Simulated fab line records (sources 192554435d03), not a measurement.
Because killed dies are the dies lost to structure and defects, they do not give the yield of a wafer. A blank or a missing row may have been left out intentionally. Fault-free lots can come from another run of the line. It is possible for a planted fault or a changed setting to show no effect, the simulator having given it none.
Comparing a struck lot with a sound one :: flow n5Finfet :: 24 out of 1938 route steps
Sound: wafers L946.1, L946.4, L946.6. Wafers L941.2, L941.4, L941.6 were the ones struck. Last of all comes the cause.
Per side, at each step with rows, come the tool, then ch with its chambers, and then its first start. Under that, the readings that differ: sound wafers :: struck wafers :: difference of the means :: sigmas: that difference in standard deviations of wafers without a fault.
alike: words and numbers the same on both sides, and readings whose means are apart by under 2 such deviations; not compared: readings that were withheld, readings missing a value for some wafer, numbers with overlapping values and no deviation given by the record, and bounds like >300 which may hide the same value.
A row with sigmas, a row that says differs or no value, or rows on one side alone: a step with any of these is where the two part. Non-overlapping numbers with no deviation appear without sigmas and do not part them. Lack of a reading on every wafer of one side parts them only where that side has two or more wafers.

first, 12 steps without rows for these wafers: N5_DUMMY_REMOVAL_PRECLEAN_04 (cleans in DHF, time 37 s); N5_DUMMY_REMOVAL_SRD_05 (time 30 s); N5_HKMG_FIN_IL_REGROW_00 (material SiO2, chemistry O3, target thk 0.75 nm, time 30 s); N5_HKMG_FIN_HK_ALD_01 (deposits HfO2, target thk 1.6 nm, pulse time 3 s, purge time 3 s); N5_HKMG_FIN_HK_ANNEAL_02 (time 30 s); N5_HKMG_FIN_ALD_74 (deposits La2O3, target thk 0.5 nm, pulse time 6 s, co reactant pulse time 1 s); N5_HKMG_FIN_ALD_75 (deposits Al2O3, target thk 1 nm, co reactant pulse time 1 s); N5_HKMG_FIN_COAT_41 (time 60 s, resist thk 300 nm); N5_HKMG_FIN_COAT_42 (time 60 s, resist thk 35 nm); N5_HKMG_FIN_COAT_43 (resist thk 90 nm); N5_HKMG_FIN_EBR_45; N5_HKMG_FIN_SOFTBAKE_44 (time 60 s).
N5_HKMG_FIN_EXPOSE_46: exposes mask NDIPOLE.
  sound on arfiScanner-01 ch 0, day 8 11:06; struck on arfiScanner-03 ch 0, day 7 05:05
reading: exposureDoseMJCm2
sound: 39.96 40.00 39.97
struck: 42.31 42.37 42.30
difference: +2.35
sigmas: +62
  alike: mask, stageVelMmS
then, 2 steps without rows for these wafers: N5_HKMG_FIN_PEB_47 (peb time 60 s); N5_HKMG_FIN_DEVELOP_48 (develop time 30 s).
N5_HKMG_FIN_CD_MEAS_49 targets a cd of 202 nm.
  sound on cdSem-02 ch 0, day 8 11:14; struck on cdSem-01 ch 0, day 7 05:12
reading: cdNm (nm)
sound: 201.9 202.0 202.5
struck: 205.9 205.3 205.4
difference: +3.4
sigmas: +6
then, 1 step without rows for these wafers: N5_HKMG_FIN_DESCUM_53 (chemistry O2, time 7.9 s).
N5_HKMG_FIN_ETCH_54: etches SiARC in CF4, target depth 45.5 nm, time 75.8 s.
  sound on rieDiel-02 ch 0,1,2, day 8 11:21; struck on rieDiel-05 ch 0,1,2, day 7 05:19
reading: etchRfOnTimeS (s)
sound: 79.7 76.6 76.9
struck: 75.4 75.7 74.4
difference: -2.6
sigmas: -2

reading: model.HKMG_FIN.cdOffsetNm (nm)
sound: 0 -0.2 0.8
struck: 3.8 3.2 3.4
difference: +3.3
sigmas: 
  alike: drypumpMotorCurrentA, oesProductAu, rfVppV, showerheadPlenumPTorr, throttleValvePct
  not compared: rfHoursCounterH
then, 3 steps without rows for these wafers: N5_HKMG_FIN_ETCH_55 (etches SOC in N2/H2, target depth 240 nm, time 300 s); N5_HKMG_FIN_STRIP_56 (strips in N2/H2); N5_HKMG_FIN_STRIP_57 (strips in CF4).
N5_HKMG_FIN_ETCH_58: etches SOC in N2/H2, target depth 215.8 nm, time 741 s.
  sound on rieDiel-02 ch 0,1,2, day 8 11:37; struck on rieDiel-05 ch 0,1,2, day 7 05:35
reading: model.HKMG_FIN.cdOffsetNm (nm)
sound: -0.6 -0.4 1
struck: 4.4 3.2 3.8
difference: +3.8
sigmas: 
  alike: drypumpMotorCurrentA, oesProductAu, rfVppV, showerheadPlenumPTorr, throttleValvePct
  not compared: rfHoursCounterH
then, 1 step without rows for these wafers: N5_HKMG_FIN_STRIP_93 (strips SOC in N2/H2, time 20 s).
-- record jumps: 3 days separate the struck wafers' starts on either side; left off in module HKMG_FIN, taken up again in module BEOL_M4, whose first shown step is the route's number 1111 --
N5_BEOL_M4_RC_MEAS_101:
  sound on prober-02 ch 0, day 12 06:26; struck on prober-02 ch 0, day 10 14:52
  alike: DIBL_N, DIBL_P, IOFF_N, IOFF_P, ION_N, ION_P, SS_N, SS_P, VT_N, VT_P

WHERE THEY PART
Last at N5_HKMG_FIN_ETCH_54 as far as this record goes, first at N5_HKMG_FIN_EXPOSE_46. Later steps at which nothing parts them and some readings are alike: N5_HKMG_FIN_ETCH_58, N5_BEOL_M4_RC_MEAS_101.

WHY: whatever the simulator had introduced
Drift in process parameters on arfiScanner-03 at N5_HKMG_FIN_EXPOSE_46, starting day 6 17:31. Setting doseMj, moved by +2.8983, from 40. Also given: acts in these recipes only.
